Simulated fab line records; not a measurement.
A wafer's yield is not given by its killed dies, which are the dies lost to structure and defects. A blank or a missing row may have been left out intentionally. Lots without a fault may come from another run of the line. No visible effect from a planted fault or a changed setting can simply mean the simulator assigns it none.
Which tool was responsible? | flow n5Finfet | 72 wafers from 24 lots sampled at 5 of the route's 1938 steps

## WHAT EACH GAUGE READ, for each wafer
N5_BEOL_M7_CD_MEAS_18: pitch 80 nm, target cd 40 nm. Usual: 39.9 nm for cdNm, sd 0.62.
lot  | measured     | on       | cdNm (nm)      | flag
L074 | day 9 23:59  | cdSem-01 | 39.6 40.4 39.8 | 
L075 | day 10 04:06 | cdSem-02 | 38.9 39.8 39.2 | 
L076 | day 10 10:40 | cdSem-02 | 40.4 39.6 39.7 | 
L078 | day 11 01:26 | cdSem-01 | 40.1 41.0 41.0 | 
L077 | day 11 10:07 | cdSem-01 | 40.0 40.0 39.1 | 
L079 | day 12 01:35 | cdSem-03 | 39.7 39.2 39.5 | 
L080 | day 12 01:46 | cdSem-02 | 39.9 39.9 39.9 | 
L081 | day 12 06:10 | cdSem-02 | 39.9 40.9 40.4 | 
L082 | day 12 10:08 | cdSem-01 | 40.0 39.6 39.2 | 
L083 | day 13 13:11 | cdSem-02 | 38.8 39.3 38.8 | 
L084 | day 14 02:07 | cdSem-02 | 39.3 40.2 38.6 | 
L085 | day 14 04:55 | cdSem-01 | 39.3 40.8 39.7 | 
L086 | day 14 10:31 | cdSem-02 | 39.7 40.3 40.4 | 
L088 | day 14 10:41 | cdSem-02 | 40.5 39.5 40.6 | 
L087 | day 14 15:41 | cdSem-03 | 39.2 39.9 39.2 | 
L089 | day 14 19:31 | cdSem-02 | 40.9 40.6 40.7 | 
L090 | day 15 00:10 | cdSem-01 | 39.6 40.6 40.1 | 
L092 | day 15 01:13 | cdSem-01 | 40.8 39.5 40.8 | 
L094 | day 15 10:17 | cdSem-01 | 40.4 39.9 40.6 | 
L091 | day 15 11:43 | cdSem-01 | 40.5 40.8 40.9 | 
L095 | day 15 15:40 | cdSem-03 | 39.4 39.1 39.5 | 
L096 | day 15 22:38 | cdSem-03 | 39.8 41.1 39.3 | 
L093 | day 15 22:49 | cdSem-01 | 39.6 39.5 39.9 | 
L097 | day 17 03:01 | cdSem-01 | 40.2 38.2 39.2 | 

## EACH LOT AND THE TOOL THAT RAN IT (in order: tool; ch and the chambers of the sampled wafers; start)
lot  | N5_BEOL_M6_STRIP_36               | N5_BEOL_M6_DEP_56               | N5_BEOL_M7_HM_DEP_02        | N5_BEOL_M7_STRIP_19
L074 | rieDiel-06 ch 0,1,3, day 9 19:18  | pecvd-04 ch 0,1, day 9 21:29    | pvdSputter-02, day 9 22:47  | rieDiel-02 ch 2,3, day 9 23:55
L075 | rieDiel-04 ch 1,2, day 9 22:13    | pecvd-02 ch 1, day 10 00:43     | pvdSputter-03, day 10 02:54 | rieDiel-02 ch 0,1, day 10 04:02
L076 | rieDiel-04 ch 1,2,3, day 10 03:31 | pecvd-01 ch 0,2, day 10 08:00   | pvdSputter-03, day 10 09:37 | rieDiel-02 ch 0,1,3, day 10 10:35
L078 | rieDiel-01 ch 1,2, day 10 18:26   | pecvd-02 ch 1, day 10 21:52     | pvdSputter-02, day 11 00:11 | rieDiel-05 ch 1,2,3, day 11 01:22
L077 | rieDiel-06 ch 1,2,3, day 11 04:00 | pecvd-04 ch 0,1,2, day 11 06:42 | pvdSputter-01, day 11 08:49 | rieDiel-02 ch 2,3, day 11 10:02
L079 | rieDiel-04 ch 0,2,3, day 11 20:20 | pecvd-01 ch 0,1,2, day 11 23:42 | pvdSputter-02, day 12 00:31 | rieDiel-02 ch 0,1,2, day 12 01:31
L080 | rieDiel-01 ch 0,2,3, day 11 20:44 | pecvd-04 ch 1,2, day 11 23:55   | pvdSputter-02, day 12 00:43 | rieDiel-03 ch 0,2,3, day 12 01:42
L081 | rieDiel-04 ch 0,1,3, day 12 00:13 | pecvd-02 ch 0,1,2, day 12 04:16 | pvdSputter-02, day 12 05:04 | rieDiel-02 ch 0,2,3, day 12 06:06
L082 | rieDiel-04 ch 0,2,3, day 12 04:55 | pecvd-02 ch 0,2, day 12 07:18   | pvdSputter-03, day 12 08:57 | rieDiel-05 ch 1,2, day 12 10:03
L083 | rieDiel-06 ch 1,2,3, day 13 06:07 | pecvd-01 ch 0,1,2, day 13 09:50 | pvdSputter-01, day 13 12:07 | rieDiel-02 ch 1,2, day 13 13:07
L084 | rieDiel-06 ch 0,1, day 13 18:08   | pecvd-02 ch 1,2, day 13 22:27   | pvdSputter-03, day 14 00:48 | rieDiel-05 ch 1,2, day 14 02:02
L085 | rieDiel-06 ch 0,1, day 13 21:58   | pecvd-02 ch 1,2, day 14 01:42   | pvdSputter-03, day 14 03:58 | rieDiel-03 ch 0,2, day 14 04:50
L086 | rieDiel-06 ch 0,2, day 14 04:01   | pecvd-01 ch 1,2, day 14 07:17   | pvdSputter-01, day 14 09:26 | rieDiel-03 ch 2,3, day 14 10:27
L088 | rieDiel-01 ch 0,2, day 14 04:34   | pecvd-02 ch 0,1,2, day 14 07:22 | pvdSputter-01, day 14 09:32 | rieDiel-05 ch 0,1,2, day 14 10:37
L087 | rieDiel-06 ch 2,3, day 14 09:28   | pecvd-01 ch 0,2, day 14 12:10   | pvdSputter-03, day 14 14:38 | rieDiel-03 ch 0,3, day 14 15:37
L089 | rieDiel-06 ch 0,3, day 14 13:51   | pecvd-04 ch 0,2, day 14 17:46   | pvdSputter-02, day 14 18:35 | rieDiel-05 ch 0,3, day 14 19:26
L090 | rieDiel-04 ch 2,3, day 14 14:04   | pecvd-04 ch 0,1,2, day 14 19:01 | pvdSputter-03, day 14 23:14 | rieDiel-02 ch 0,3, day 15 00:05
L092 | rieDiel-04 ch 0,1, day 14 17:29   | pecvd-01 ch 0,1,2, day 14 21:46 | pvdSputter-01, day 14 23:53 | rieDiel-03 ch 1,3, day 15 01:08
L094 | rieDiel-06 ch 1,2,3, day 15 04:01 | pecvd-01 ch 0,1,2, day 15 07:17 | pvdSputter-03, day 15 09:13 | rieDiel-03 ch 0,1,3, day 15 10:13
L091 | rieDiel-01 ch 0,1,3, day 15 06:08 | pecvd-02 ch 0,1, day 15 09:43   | pvdSputter-03, day 15 10:37 | rieDiel-02 ch 0,2,3, day 15 11:38
L095 | rieDiel-04 ch 1,3, day 15 10:01   | pecvd-02 ch 0,1,2, day 15 12:27 | pvdSputter-01, day 15 14:29 | rieDiel-05 ch 0,1,3, day 15 15:35
L096 | rieDiel-06 ch 0,2,3, day 15 14:13 | pecvd-02 ch 0,2, day 15 17:36   | pvdSputter-03, day 15 21:28 | rieDiel-03 ch 1,2, day 15 22:34
L093 | rieDiel-04 ch 0,1,3, day 15 14:33 | pecvd-02 ch 1,2, day 15 18:20   | pvdSputter-01, day 15 21:39 | rieDiel-05 ch 2,3, day 15 22:44
L097 | rieDiel-06 ch 0,2,3, day 16 22:17 | pecvd-01 ch 0,2, day 17 01:01   | pvdSputter-01, day 17 01:56 | rieDiel-02 ch 0,1,2, day 17 02:56
- N5_BEOL_M6_STRIP_36: strips in N2/H2.
- N5_BEOL_M6_DEP_56: deposits SiCN from 3MS/NH3, target thk 10 nm, time 17.5 s.
- N5_BEOL_M7_HM_DEP_02: deposits TiN, target thk 20 nm.
- N5_BEOL_M7_STRIP_19: strips in O2.

## WHAT THE TOOLS THEMSELVES READ (means of the sampled wafers that have a number; where no wafer has one, the mark that the record gives instead)
N5_BEOL_M6_STRIP_36. Usual: drypumpMotorCurrentA 5.6 A, standard deviation 0.38; oesProductAu 0.82 a.u., standard deviation 0.082; rfVppV 59.4 V, standard deviation 1.5; showerheadPlenumPTorr 2.58 Torr, standard deviation 0.062; throttleValvePct 23.3 %, standard deviation 0.35.
lot  | tool       | drypumpMotorCurrentA (A) | oesProductAu (a.u.) | rfVppV (V) | showerheadPlenumPTorr (Torr) | throttleValvePct (%) | flag
L074 | rieDiel-06 | 5.2                      | 0.81                | 59.2       | 2.51                         | 23.2                 | 
L075 | rieDiel-04 | 6.1                      | 0.72                | 58.9       | 2.58                         | 23.8                 | 
L076 | rieDiel-04 | 5.9                      | 0.77                | 60.1       | 2.56                         | 23.5                 | 
L078 | rieDiel-01 | 5.5                      | 0.74                | 58.6       | 2.63                         | 23.6                 | 
L077 | rieDiel-06 | 5.4                      | 0.81                | 58.8       | 2.52                         | 23.4                 | 
L079 | rieDiel-04 | 5.8                      | 0.81                | 59.5       | 2.55                         | 23.4                 | 
L080 | rieDiel-01 | 5.7                      | 0.83                | 59.4       | 2.64                         | 23.2                 | 
L081 | rieDiel-04 | 5.9                      | 0.82                | 58.2       | 2.59                         | 23.4                 | 
L082 | rieDiel-04 | 5.8                      | 0.81                | 59.8       | 2.55                         | 23.4                 | 
L083 | rieDiel-06 | 5.4                      | 0.79                | 57.6       | 2.51                         | 23.4                 | 
L084 | rieDiel-06 | 5.3                      | 0.83                | 58.9       | 2.55                         | 23.0                 | 
L085 | rieDiel-06 | 5.3                      | 0.83                | 59.7       | 2.55                         | 23.0                 | 
L086 | rieDiel-06 | 5.3                      | 0.88                | 58.4       | 2.57                         | 22.9                 | 
L088 | rieDiel-01 | 5.9                      | 0.81                | 60.5       | 2.68                         | 23.2                 | 
L087 | rieDiel-06 | 5.4                      | 0.91                | 59.6       | 2.63                         | 23.3                 | 
L089 | rieDiel-06 | 5.1                      | 0.90                | 60.2       | 2.60                         | 22.8                 | 
L090 | rieDiel-04 | 5.8                      | 0.74                | 58.6       | 2.51                         | 23.5                 | 
L092 | rieDiel-04 | 6.2                      | 0.81                | 61.0       | 2.58                         | 23.5                 | 
L094 | rieDiel-06 | 5.4                      | 0.85                | 59.1       | 2.61                         | 23.4                 | 
L091 | rieDiel-01 | 5.5                      | 0.88                | 59.1       | 2.61                         | 23.3                 | 
L095 | rieDiel-04 | 5.7                      | 0.78                | 58.7       | 2.57                         | 23.3                 | 
L096 | rieDiel-06 | 5.2                      | 0.88                | 58.5       | 2.61                         | 23.1                 | 
L093 | rieDiel-04 | 6.0                      | 0.79                | 58.9       | 2.57                         | 23.4                 | 
L097 | rieDiel-06 | 5.2                      | 0.87                | 59.9       | 2.61                         | 23.1                 | 

N5_BEOL_M6_DEP_56. Usual: chamberPressureTorr 3.001 Torr, standard deviation 0.0063; showerheadPlenumPTorr 3.661 Torr, standard deviation 0.012; throttleValvePct 9.1 %, standard deviation 0.53.
lot  | tool     | chamberPressureTorr (Torr) | showerheadPlenumPTorr (Torr) | throttleValvePct (%) | flag
L074 | pecvd-04 | 3.006                      | 3.659                        | 9.6                  | 
L075 | pecvd-02 | 3.004                      | 3.657                        | 9.2                  | 
L076 | pecvd-01 | 3.004                      | 3.662                        | 9.2                  | 
L078 | pecvd-02 | 2.998                      | 3.660                        | 9.0                  | 
L077 | pecvd-04 | 2.998                      | 3.652                        | 9.1                  | 
L079 | pecvd-01 | 2.998                      | 3.660                        | 9.1                  | 
L080 | pecvd-04 | 2.999                      | 3.656                        | 9.5                  | 
L081 | pecvd-02 | 3.003                      | 3.668                        | 9.1                  | 
L082 | pecvd-02 | 3.007                      | 3.658                        | 8.8                  | 
L083 | pecvd-01 | 2.998                      | 3.663                        | 9.1                  | 
L084 | pecvd-02 | 3.004                      | 3.656                        | 8.6                  | 
L085 | pecvd-02 | 3.003                      | 3.654                        | 8.7                  | 
L086 | pecvd-01 | 2.997                      | 3.665                        | 9.0                  | 
L088 | pecvd-02 | 2.998                      | 3.665                        | 9.2                  | 
L087 | pecvd-01 | 3.002                      | 3.655                        | 9.1                  | 
L089 | pecvd-04 | 2.991                      | 3.656                        | 9.1                  | 
L090 | pecvd-04 | 2.999                      | 3.659                        | 9.2                  | 
L092 | pecvd-01 | 3.000                      | 3.662                        | 9.1                  | 
L094 | pecvd-01 | 3.005                      | 3.660                        | 9.0                  | 
L091 | pecvd-02 | 3.003                      | 3.667                        | 9.3                  | 
L095 | pecvd-02 | 3.002                      | 3.661                        | 9.1                  | 
L096 | pecvd-02 | 2.999                      | 3.665                        | 8.8                  | 
L093 | pecvd-02 | 3.013                      | 3.657                        | 8.9                  | 
L097 | pecvd-01 | 3.000                      | 3.655                        | 9.1                  | 

N5_BEOL_M7_HM_DEP_02. Usual: 29.8 % for throttleValvePct, sd 0.77.
lot  | tool          | throttleValvePct (%) | flag
L074 | pvdSputter-02 | 29.3                 | 
L075 | pvdSputter-03 | 29.6                 | 
L076 | pvdSputter-03 | 29.9                 | 
L078 | pvdSputter-02 | 29.5                 | 
L077 | pvdSputter-01 | 29.7                 | 
L079 | pvdSputter-02 | 29.6                 | 
L080 | pvdSputter-02 | 29.6                 | 
L081 | pvdSputter-02 | 29.7                 | 
L082 | pvdSputter-03 | 30.1                 | 
L083 | pvdSputter-01 | 29.3                 | 
L084 | pvdSputter-03 | 29.7                 | 
L085 | pvdSputter-03 | 29.5                 | 
L086 | pvdSputter-01 | 29.8                 | 
L088 | pvdSputter-01 | 29.9                 | 
L087 | pvdSputter-03 | 29.5                 | 
L089 | pvdSputter-02 | 29.8                 | 
L090 | pvdSputter-03 | 29.6                 | 
L092 | pvdSputter-01 | 29.8                 | 
L094 | pvdSputter-03 | 29.4                 | 
L091 | pvdSputter-03 | 29.5                 | 
L095 | pvdSputter-01 | 29.7                 | 
L096 | pvdSputter-03 | 29.8                 | 
L093 | pvdSputter-01 | 30.0                 | 
L097 | pvdSputter-01 | 29.9                 | 

N5_BEOL_M7_STRIP_19. Usual: drypumpMotorCurrentA 5.6 A, standard deviation 0.48; oesProductAu 0.81 a.u., standard deviation 0.1; rfVppV 3.6 V, standard deviation 0.61; showerheadPlenumPTorr 2.11 Torr, standard deviation 0.079; throttleValvePct 16.52 %, standard deviation 0.24.
lot  | tool       | drypumpMotorCurrentA (A) | oesProductAu (a.u.) | rfVppV (V) | showerheadPlenumPTorr (Torr) | throttleValvePct (%) | flag
L074 | rieDiel-02 | 5.7                      | 0.73                | 3.5        | 2.12                         | 16.63                | 
L075 | rieDiel-02 | 6.0                      | 0.74                | 3.4        | 2.07                         | 16.72                | 
L076 | rieDiel-02 | 5.8                      | 0.72                | 3.8        | 2.06                         | 16.70                | 
L078 | rieDiel-05 | 5.3                      | 0.85                | 3.8        | 2.20                         | 16.53                | 
L077 | rieDiel-02 | 5.7                      | 0.71                | 3.8        | 2.11                         | 16.68                | 
L079 | rieDiel-02 | 5.6                      | 0.82                | 4.5        | 2.11                         | 16.50                | 
L080 | rieDiel-03 | 5.3                      | 0.84                | 3.1        | 2.13                         | 16.42                | 
L081 | rieDiel-02 | 5.5                      | 0.79                | 3.7        | 2.10                         | 16.48                | 
L082 | rieDiel-05 | 5.5                      | 0.92                | 3.6        | 2.24                         | 16.46                | 
L083 | rieDiel-02 | 5.9                      | 0.71                | 3.5        | 2.12                         | 16.73                | 
L084 | rieDiel-05 | 5.5                      | 0.85                | 3.3        | 2.22                         | 16.45                | 
L085 | rieDiel-03 | 5.5                      | 0.85                | 3.6        | 2.13                         | 16.37                | 
L086 | rieDiel-03 | 5.3                      | 0.82                | 3.4        | 2.11                         | 16.36                | 
L088 | rieDiel-05 | 5.5                      | 0.88                | 3.4        | 2.17                         | 16.55                | 
L087 | rieDiel-03 | 5.1                      | 0.75                | 3.6        | 2.11                         | 16.55                | 
L089 | rieDiel-05 | 5.4                      | 0.91                | 3.8        | 2.09                         | 16.57                | 
L090 | rieDiel-02 | 5.7                      | 0.77                | 2.9        | 2.04                         | 16.54                | 
L092 | rieDiel-03 | 5.9                      | 0.84                | 3.4        | 2.06                         | 16.27                | 
L094 | rieDiel-03 | 5.6                      | 0.78                | 4.3        | 2.09                         | 16.47                | 
L091 | rieDiel-02 | 5.5                      | 0.76                | 4.6        | 2.10                         | 16.51                | 
L095 | rieDiel-05 | 5.3                      | 0.88                | 3.3        | 2.13                         | 16.49                | 
L096 | rieDiel-03 | 5.9                      | 0.90                | 3.3        | 2.09                         | 16.20                | 
L093 | rieDiel-05 | 5.4                      | 0.92                | 3.1        | 2.21                         | 16.47                | 
L097 | rieDiel-02 | 5.7                      | 0.77                | 3.2        | 2.10                         | 16.57                | 

## THE ANSWER, worked out from the rows above alone
Rule: a lot counts as off when the mean over its wafers that have a number is more than 3 standard deviations away from the usual mean. A lot without any number at a reading at which 4 lots or more have one is off too. Where the step has rows for the other lots, those lots are counted as sound. Order of review: gauges by route order, followed by the tools' own readings, for which a lot's mean as printed above is used. At the first step where some lot is off, the reading lying furthest off is the one used; lots without a number count as furthest.
None of the lots is off at any reading shown; this tells nothing.

## WHAT THE SIMULATOR HAD INSERTED
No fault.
